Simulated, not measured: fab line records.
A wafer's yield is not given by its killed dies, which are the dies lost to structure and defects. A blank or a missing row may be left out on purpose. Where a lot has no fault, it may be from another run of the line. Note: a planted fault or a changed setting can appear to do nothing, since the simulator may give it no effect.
Matching of chambers + flow nandHarc + NHARC_A_STAIRCASE_DEP_325 on pecvd-01: 3 sister chambers
The step deposits SiO2, target thk 3800 nm. 3 wafers are shown with their chamber, then 7 later ones without.

WAFERS, EACH WITH ITS CHAMBER
| wafer  | chamber | heaterPowerW (W) |
|--------|---------|------------------|
| L079.3 | 1       | 751              |
| L083.5 | 0       | 571              |
| L087.3 | 2       | 741              |

WAFERS WHOSE CHAMBER IS MISSING
| wafer  | heaterPowerW (W) |
|--------|------------------|
| L087.5 | 634              |
| L088.3 | 672              |
| L088.4 | 733              |
| L088.6 | 578              |
| L089.4 | 720              |
| L089.5 | 580              |
| L089.6 | 659              |

CHAMBER TAKEN BY EACH
| wafer  | from the rows above          | in truth |
|--------|------------------------------|----------|
| L087.5 | can't be placed: 0 or 2 or 1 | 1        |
| L088.3 | can't be placed: 2 or 1 or 0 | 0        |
| L088.4 | can't be placed: 2 or 1      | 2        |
| L088.6 | 0                            | 0        |
| L089.4 | can't be placed: 2 or 1      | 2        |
| L089.5 | 0                            | 0        |
| L089.6 | can't be placed: 2 or 0 or 1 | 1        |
Placed correctly: 2 of 7. Can't be placed from these rows: 5 (the true chamber is among the candidates in 5). 0 placed wrongly.
How it was worked out, from the rows above alone: a wafer's distance from a chamber is the root of the sum, over the readings, of the square of ((its reading less the chamber's mean) divided by the reading's scatter). If the next closest chamber is less than 2 further off than the closest, the wafer can't be placed; otherwise it belongs to the closest. The mean given for a chamber averages the wafers shown for that chamber. The scatter (one wafer shown for each chamber): square how far every hidden wafer sits from the nearest shown wafer, average those squares and take the square root.
